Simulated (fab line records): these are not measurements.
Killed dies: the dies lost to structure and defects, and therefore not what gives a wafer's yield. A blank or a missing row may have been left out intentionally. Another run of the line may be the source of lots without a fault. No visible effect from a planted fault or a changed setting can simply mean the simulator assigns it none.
Which of the tools did it? :: flow n5-finfet :: 15 lots with 45 wafers sampled at 4 steps, on a route of 1938 steps

== WHAT THE GAUGES READ, wafer by wafer ==
N5_BEOL_M15_CD_MEAS_10 targets a cd of 360 nm. Usual: cd-nm 360.8 nm, standard deviation 2.6.
lot: L941
measured: day 11 03:08
on: cd-sem-02
cd-nm (nm): 358.1 360.7 357.2
flag: 

lot: L940
measured: day 11 18:40
on: cd-sem-02
cd-nm (nm): 357.5 358.9 358.4
flag: 

lot: L942
measured: day 12 04:44
on: cd-sem-01
cd-nm (nm): 358.0 356.7 359.7
flag: 

lot: L944
measured: day 12 11:17
on: cd-sem-03
cd-nm (nm): 359.4 357.6 359.6
flag: 

lot: L947
measured: day 13 09:13
on: cd-sem-02
cd-nm (nm): 356.1 362.9 362.1
flag: 

lot: L948
measured: day 13 14:01
on: cd-sem-02
cd-nm (nm): 361.5 361.0 364.6
flag: 

lot: L949
measured: day 14 00:29
on: cd-sem-03
cd-nm (nm): 357.8 357.1 358.6
flag: 

lot: L951
measured: day 14 03:43
on: cd-sem-02
cd-nm (nm): 362.4 363.5 358.8
flag: 

lot: L956
measured: day 15 14:32
on: cd-sem-03
cd-nm (nm): 362.3 360.0 360.5
flag: 

lot: L955
measured: day 16 05:36
on: cd-sem-03
cd-nm (nm): - - -
flag: OFF

lot: L957
measured: day 16 10:47
on: cd-sem-01
cd-nm (nm): - - -
flag: OFF

lot: L959
measured: day 16 20:07
on: cd-sem-02
cd-nm (nm): - - -
flag: OFF

lot: L960
measured: day 17 01:41
on: cd-sem-02
cd-nm (nm): 362.0 362.6 362.0
flag: 

lot: L961
measured: day 17 06:07
on: cd-sem-02
cd-nm (nm): 354.8 359.2 361.1
flag: 

lot: L962
measured: day 17 13:53
on: cd-sem-01
cd-nm (nm): 362.7 355.4 363.5
flag: 

== WHAT TOOL EACH LOT RAN ON (gives the tool, then ch and the chambers of the sampled wafers, and finally the start) ==
lot: L941
N5_BEOL_M14_ANNEAL_48: rtp-anneal-02 ch 0, day 11 01:47
N5_BEOL_M15_ILD_DEP_00: pecvd-04 ch 0,2, day 11 02:35
N5_BEOL_M15_DEVELOP_09: litho-track-04 ch 0, day 11 03:01

lot: L940
N5_BEOL_M14_ANNEAL_48: rtp-anneal-02 ch 0, day 11 17:16
N5_BEOL_M15_ILD_DEP_00: pecvd-04 ch 0,1, day 11 17:59
N5_BEOL_M15_DEVELOP_09: litho-track-04 ch 0, day 11 18:33

lot: L942
N5_BEOL_M14_ANNEAL_48: rtp-anneal-02 ch 0, day 12 03:17
N5_BEOL_M15_ILD_DEP_00: pecvd-01 ch 0,2, day 12 04:04
N5_BEOL_M15_DEVELOP_09: litho-track-04 ch 0, day 12 04:37

lot: L944
N5_BEOL_M14_ANNEAL_48: rtp-anneal-02 ch 0, day 12 09:58
N5_BEOL_M15_ILD_DEP_00: pecvd-02 ch 1,2, day 12 10:44
N5_BEOL_M15_DEVELOP_09: litho-track-04 ch 0, day 12 11:11

lot: L947
N5_BEOL_M14_ANNEAL_48: rtp-anneal-01 ch 0, day 13 07:40
N5_BEOL_M15_ILD_DEP_00: pecvd-04 ch 0,1, day 13 08:40
N5_BEOL_M15_DEVELOP_09: litho-track-01 ch 0, day 13 09:07

lot: L948
N5_BEOL_M14_ANNEAL_48: rtp-anneal-01 ch 0, day 13 12:16
N5_BEOL_M15_ILD_DEP_00: pecvd-04 ch 0,1,2, day 13 13:20
N5_BEOL_M15_DEVELOP_09: litho-track-05 ch 0, day 13 13:55

lot: L949
N5_BEOL_M14_ANNEAL_48: rtp-anneal-02 ch 0, day 13 23:08
N5_BEOL_M15_ILD_DEP_00: pecvd-02 ch 1,2, day 13 23:56
N5_BEOL_M15_DEVELOP_09: litho-track-04 ch 0, day 14 00:23

lot: L951
N5_BEOL_M14_ANNEAL_48: rtp-anneal-02 ch 0, day 14 02:26
N5_BEOL_M15_ILD_DEP_00: pecvd-04 ch 0,2, day 14 03:10
N5_BEOL_M15_DEVELOP_09: litho-track-05 ch 0, day 14 03:37

lot: L956
N5_BEOL_M14_ANNEAL_48: rtp-anneal-02 ch 0, day 15 13:09
N5_BEOL_M15_ILD_DEP_00: pecvd-01 ch 0,1,2, day 15 13:50
N5_BEOL_M15_DEVELOP_09: litho-track-05 ch 0, day 15 14:25

lot: L955
N5_BEOL_M14_ANNEAL_48: rtp-anneal-02 ch 0, day 16 04:17
N5_BEOL_M15_ILD_DEP_00: pecvd-04 ch 0,1, day 16 05:03
N5_BEOL_M15_DEVELOP_09: litho-track-05, day 16 05:29

lot: L957
N5_BEOL_M14_ANNEAL_48: rtp-anneal-01 ch 0, day 16 09:30
N5_BEOL_M15_ILD_DEP_00: pecvd-01 ch 0,1, day 16 10:14
N5_BEOL_M15_DEVELOP_09: litho-track-05, day 16 10:41

lot: L959
N5_BEOL_M14_ANNEAL_48: rtp-anneal-01 ch 0, day 16 18:40
N5_BEOL_M15_ILD_DEP_00: pecvd-01 ch 0,1,2, day 16 19:26
N5_BEOL_M15_DEVELOP_09: litho-track-04, day 16 20:01

lot: L960
N5_BEOL_M14_ANNEAL_48: rtp-anneal-02 ch 0, day 17 00:17
N5_BEOL_M15_ILD_DEP_00: pecvd-01 ch 1,2, day 17 00:59
N5_BEOL_M15_DEVELOP_09: litho-track-01 ch 0, day 17 01:34

lot: L961
N5_BEOL_M14_ANNEAL_48: rtp-anneal-02 ch 0, day 17 04:49
N5_BEOL_M15_ILD_DEP_00: pecvd-01 ch 1,2, day 17 05:33
N5_BEOL_M15_DEVELOP_09: litho-track-01 ch 0, day 17 06:00

lot: L962
N5_BEOL_M14_ANNEAL_48: rtp-anneal-01 ch 0, day 17 12:34
N5_BEOL_M15_ILD_DEP_00: pecvd-01 ch 1,2, day 17 13:19
N5_BEOL_M15_DEVELOP_09: litho-track-01 ch 0, day 17 13:46
- N5_BEOL_M14_ANNEAL_48: time 90 s.
- N5_BEOL_M15_ILD_DEP_00: deposits SiO2 from TEOS/O2, target thk 1629.3 nm, time 346.1 s.
- N5_BEOL_M15_DEVELOP_09: develop time 45 s.

== AS READ BY THE TOOLS THEMSELVES (means over the sampled wafers that have a number; for cases with no such wafer, the mark the record gives instead) ==
N5_BEOL_M14_ANNEAL_48. Usual: anneal-temp-c-max 225.95, standard deviation 0.26; wafer_temp_C_max 226.06, standard deviation 0.27.
lot: L941
tool: rtp-anneal-02
anneal-temp-c-max: 226.01
wafer_temp_C_max: 225.71
flag: 

lot: L940
tool: rtp-anneal-02
anneal-temp-c-max: 226.12
wafer_temp_C_max: 225.94
flag: 

lot: L942
tool: rtp-anneal-02
anneal-temp-c-max: 226.07
wafer_temp_C_max: 226.31
flag: 

lot: L944
tool: rtp-anneal-02
anneal-temp-c-max: 226.05
wafer_temp_C_max: 226.35
flag: 

lot: L947
tool: rtp-anneal-01
anneal-temp-c-max: 225.48
wafer_temp_C_max: 225.81
flag: 

lot: L948
tool: rtp-anneal-01
anneal-temp-c-max: 225.93
wafer_temp_C_max: 226.10
flag: 

lot: L949
tool: rtp-anneal-02
anneal-temp-c-max: 225.95
wafer_temp_C_max: 226.18
flag: 

lot: L951
tool: rtp-anneal-02
anneal-temp-c-max: 226.02
wafer_temp_C_max: 226.14
flag: 

lot: L956
tool: rtp-anneal-02
anneal-temp-c-max: 226.23
wafer_temp_C_max: 225.90
flag: 

lot: L955
tool: rtp-anneal-02
anneal-temp-c-max: 226.12
wafer_temp_C_max: 226.24
flag: 

lot: L957
tool: rtp-anneal-01
anneal-temp-c-max: 225.72
wafer_temp_C_max: 225.82
flag: 

lot: L959
tool: rtp-anneal-01
anneal-temp-c-max: 225.69
wafer_temp_C_max: 226.11
flag: 

lot: L960
tool: rtp-anneal-02
anneal-temp-c-max: 226.05
wafer_temp_C_max: 226.26
flag: 

lot: L961
tool: rtp-anneal-02
anneal-temp-c-max: 226.14
wafer_temp_C_max: 226.14
flag: 

lot: L962
tool: rtp-anneal-01
anneal-temp-c-max: 225.59
wafer_temp_C_max: 225.86
flag: 

N5_BEOL_M15_ILD_DEP_00. Usual: heater-power-w 603 W, standard deviation 130; rf-fwd-power-W 898.1 W, standard deviation 2.4; showerhead-plenum-p-Torr 8.358 Torr, standard deviation 0.024; throttle-valve-pct 18.6 %, standard deviation 0.96.
lot: L941
tool: pecvd-04
heater-power-w (W): 536
rf-fwd-power-W (W): 897.1
showerhead-plenum-p-Torr (Torr): 8.381
throttle-valve-pct (%): 19.9
flag: 

lot: L940
tool: pecvd-04
heater-power-w (W): 609
rf-fwd-power-W (W): 898.0
showerhead-plenum-p-Torr (Torr): 8.362
throttle-valve-pct (%): 20.0
flag: 

lot: L942
tool: pecvd-01
heater-power-w (W): 681
rf-fwd-power-W (W): 897.9
showerhead-plenum-p-Torr (Torr): 8.350
throttle-valve-pct (%): 18.0
flag: 

lot: L944
tool: pecvd-02
heater-power-w (W): 511
rf-fwd-power-W (W): 898.8
showerhead-plenum-p-Torr (Torr): 8.351
throttle-valve-pct (%): 17.4
flag: 

lot: L947
tool: pecvd-04
heater-power-w (W): 643
rf-fwd-power-W (W): 898.6
showerhead-plenum-p-Torr (Torr): 8.342
throttle-valve-pct (%): 19.7
flag: 

lot: L948
tool: pecvd-04
heater-power-w (W): 577
rf-fwd-power-W (W): 897.2
showerhead-plenum-p-Torr (Torr): 8.363
throttle-valve-pct (%): 19.4
flag: 

lot: L949
tool: pecvd-02
heater-power-w (W): 457
rf-fwd-power-W (W): 898.0
showerhead-plenum-p-Torr (Torr): 8.366
throttle-valve-pct (%): 17.4
flag: 

lot: L951
tool: pecvd-04
heater-power-w (W): 537
rf-fwd-power-W (W): 897.7
showerhead-plenum-p-Torr (Torr): 8.368
throttle-valve-pct (%): 18.6
flag: 

lot: L956
tool: pecvd-01
heater-power-w (W): 639
rf-fwd-power-W (W): 899.2
showerhead-plenum-p-Torr (Torr): 8.362
throttle-valve-pct (%): 18.3
flag: 

lot: L955
tool: pecvd-04
heater-power-w (W): 682
rf-fwd-power-W (W): 893.7
showerhead-plenum-p-Torr (Torr): 8.344
throttle-valve-pct (%): 19.8
flag: 

lot: L957
tool: pecvd-01
heater-power-w (W): 635
rf-fwd-power-W (W): 894.4
showerhead-plenum-p-Torr (Torr): 8.369
throttle-valve-pct (%): 18.8
flag: 

lot: L959
tool: pecvd-01
heater-power-w (W): 660
rf-fwd-power-W (W): 897.0
showerhead-plenum-p-Torr (Torr): 8.362
throttle-valve-pct (%): 18.5
flag: 

lot: L960
tool: pecvd-01
heater-power-w (W): 583
rf-fwd-power-W (W): 898.9
showerhead-plenum-p-Torr (Torr): 8.371
throttle-valve-pct (%): 18.9
flag: 

lot: L961
tool: pecvd-01
heater-power-w (W): 494
rf-fwd-power-W (W): 896.6
showerhead-plenum-p-Torr (Torr): 8.363
throttle-valve-pct (%): 18.3
flag: 

lot: L962
tool: pecvd-01
heater-power-w (W): 504
rf-fwd-power-W (W): 895.6
showerhead-plenum-p-Torr (Torr): 8.365
throttle-valve-pct (%): 18.3
flag: 

N5_BEOL_M15_DEVELOP_09. Usual: chill-plate-temp-C 23.01 C, standard deviation 0.11.
lot: L941
tool: litho-track-04
chill-plate-temp-C (C): 22.92
flag: 

lot: L940
tool: litho-track-04
chill-plate-temp-C (C): 23.02
flag: 

lot: L942
tool: litho-track-04
chill-plate-temp-C (C): 23.04
flag: 

lot: L944
tool: litho-track-04
chill-plate-temp-C (C): 23.02
flag: 

lot: L947
tool: litho-track-01
chill-plate-temp-C (C): 23.00
flag: 

lot: L948
tool: litho-track-05
chill-plate-temp-C (C): 22.96
flag: 

lot: L949
tool: litho-track-04
chill-plate-temp-C (C): 23.15
flag: 

lot: L951
tool: litho-track-05
chill-plate-temp-C (C): 22.97
flag: 

lot: L956
tool: litho-track-05
chill-plate-temp-C (C): 23.08
flag: 

lot: L955
tool: litho-track-05
chill-plate-temp-C (C): -
flag: OFF

lot: L957
tool: litho-track-05
chill-plate-temp-C (C): -
flag: OFF

lot: L959
tool: litho-track-04
chill-plate-temp-C (C): -
flag: OFF

lot: L960
tool: litho-track-01
chill-plate-temp-C (C): 23.01
flag: 

lot: L961
tool: litho-track-01
chill-plate-temp-C (C): 23.12
flag: 

lot: L962
tool: litho-track-01
chill-plate-temp-C (C): 22.92
flag: 

== THE ANSWER, worked out from the rows above alone ==
Rule: a lot counts as off when the mean over its wafers that have a number is more than 3 standard deviations away from the usual mean. A lot without any number at a reading at which 4 lots or more have one is off too. All remaining lots with rows at the step are treated as sound. First the gauges in route order, then the tools' own readings, where a lot's mean is used as printed above. At the first step where some lot is off, the reading lying furthest off is the one used; lots without a number count as furthest.
Off: L955, L957, L959, at N5_BEOL_M15_CD_MEAS_10 (cd-nm). Without a number there: L955, L957, L959.
A tool fits if, at a process step before that reading, it ran every lot that is off, and no sound lot after the first of them. The gauges at N5_BEOL_M15_CD_MEAS_10 aren't tried: what is off there is off at N5_BEOL_M15_DEVELOP_09 too, on other tools, and a gauge's error can't cause that. Not one of the candidates tried fits.

== WHAT HAD BEEN PUT IN BY THE SIMULATOR ==
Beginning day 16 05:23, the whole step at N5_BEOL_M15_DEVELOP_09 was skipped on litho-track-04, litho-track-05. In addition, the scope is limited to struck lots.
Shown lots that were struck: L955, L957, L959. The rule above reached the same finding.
